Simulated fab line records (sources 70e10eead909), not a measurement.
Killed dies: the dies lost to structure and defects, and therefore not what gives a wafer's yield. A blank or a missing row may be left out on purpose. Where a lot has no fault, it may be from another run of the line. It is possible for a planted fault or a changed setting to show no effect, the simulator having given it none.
Matching of chambers / flow nand_harc / NHARC_A_M0_PRE_CLEAN_31 on pecvd-04 has 3 sister chambers
The step time 12 s. 20 wafers are shown with their chamber, then 10 later ones without.

== EACH WAFER AND ITS CHAMBER ==
wafer=L076.1; chamber=1; heater_power_w (W)=593; susceptor_temp_C (C)=370.52
wafer=L076.2; chamber=0; heater_power_w (W)=617; susceptor_temp_C (C)=369.74
wafer=L076.6; chamber=1; heater_power_w (W)=600; susceptor_temp_C (C)=370.11
wafer=L075.3; chamber=2; heater_power_w (W)=596; susceptor_temp_C (C)=370.15
wafer=L075.4; chamber=2; heater_power_w (W)=609; susceptor_temp_C (C)=369.91
wafer=L075.6; chamber=1; heater_power_w (W)=577; susceptor_temp_C (C)=369.93
wafer=L077.3; chamber=2; heater_power_w (W)=625; susceptor_temp_C (C)=369.39
wafer=L077.5; chamber=2; heater_power_w (W)=631; susceptor_temp_C (C)=369.72
wafer=L077.6; chamber=0; heater_power_w (W)=534; susceptor_temp_C (C)=369.57
wafer=L079.2; chamber=0; heater_power_w (W)=532; susceptor_temp_C (C)=370.25
wafer=L079.4; chamber=0; heater_power_w (W)=541; susceptor_temp_C (C)=369.95
wafer=L079.5; chamber=1; heater_power_w (W)=603; susceptor_temp_C (C)=370.06
wafer=L080.1; chamber=1; heater_power_w (W)=676; susceptor_temp_C (C)=370.08
wafer=L080.2; chamber=2; heater_power_w (W)=574; susceptor_temp_C (C)=370.22
wafer=L080.3; chamber=0; heater_power_w (W)=589; susceptor_temp_C (C)=369.86
wafer=L082.3; chamber=1; heater_power_w (W)=687; susceptor_temp_C (C)=369.92
wafer=L082.4; chamber=0; heater_power_w (W)=623; susceptor_temp_C (C)=370.06
wafer=L082.5; chamber=1; heater_power_w (W)=699; susceptor_temp_C (C)=369.76
wafer=L083.3; chamber=1; heater_power_w (W)=619; susceptor_temp_C (C)=370.22
wafer=L083.4; chamber=2; heater_power_w (W)=622; susceptor_temp_C (C)=370.09

SIGNATURES, as means of the wafers listed above
reading=heater_power_w; chamber 0=572.67; chamber 1=631.75; chamber 2=609.50; scatter within a chamber=40
reading=susceptor_temp_C; chamber 0=369.9050; chamber 1=370.0750; chamber 2=369.9133; scatter within a chamber=0.259
Rule: a wafer lies at a distance from a chamber equal to the root of the sum of squares, over the readings, of (its reading less the chamber's mean, divided by the reading's scatter). If the next closest chamber is less than 2 further off than the closest, the wafer can't be placed; otherwise it belongs to the closest. The scatter: the root of (the sum of the squares of (reading less its chamber's mean) over the shown wafers, divided by (wafers less chambers)).

== WAFERS WHOSE CHAMBER IS MISSING ==
wafer=L083.6; heater_power_w (W)=641; susceptor_temp_C (C)=370.14
wafer=L087.3; heater_power_w (W)=665; susceptor_temp_C (C)=369.90
wafer=L087.5; heater_power_w (W)=572; susceptor_temp_C (C)=370.17
wafer=L087.6; heater_power_w (W)=674; susceptor_temp_C (C)=370.04
wafer=L088.3; heater_power_w (W)=518; susceptor_temp_C (C)=370.22
wafer=L088.4; heater_power_w (W)=515; susceptor_temp_C (C)=370.29
wafer=L088.5; heater_power_w (W)=671; susceptor_temp_C (C)=369.74
wafer=L097.2; heater_power_w (W)=727; susceptor_temp_C (C)=369.87
wafer=L097.3; heater_power_w (W)=599; susceptor_temp_C (C)=369.85
wafer=L097.5; heater_power_w (W)=721; susceptor_temp_C (C)=370.44

== CHAMBER TAKEN BY EACH ==
wafer=L083.6; from the rows above=can't be placed: 1 or 2 or 0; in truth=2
wafer=L087.3; from the rows above=can't be placed: 1 or 2 or 0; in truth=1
wafer=L087.5; from the rows above=can't be placed: 0 or 2 or 1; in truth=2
wafer=L087.6; from the rows above=can't be placed: 1 or 2 or 0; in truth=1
wafer=L088.3; from the rows above=can't be placed: 0 or 2 or 1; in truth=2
wafer=L088.4; from the rows above=can't be placed: 0 or 2 or 1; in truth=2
wafer=L088.5; from the rows above=can't be placed: 1 or 2 or 0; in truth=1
wafer=L097.2; from the rows above=can't be placed: 1 or 2 or 0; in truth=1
wafer=L097.3; from the rows above=can't be placed: 2 or 0 or 1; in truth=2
wafer=L097.5; from the rows above=can't be placed: 1 or 2 or 0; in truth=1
Placed correctly: 0 of 10. Unplaceable from these rows: 10, with the true chamber sitting among the candidates in 10. Placed wrongly: 0.
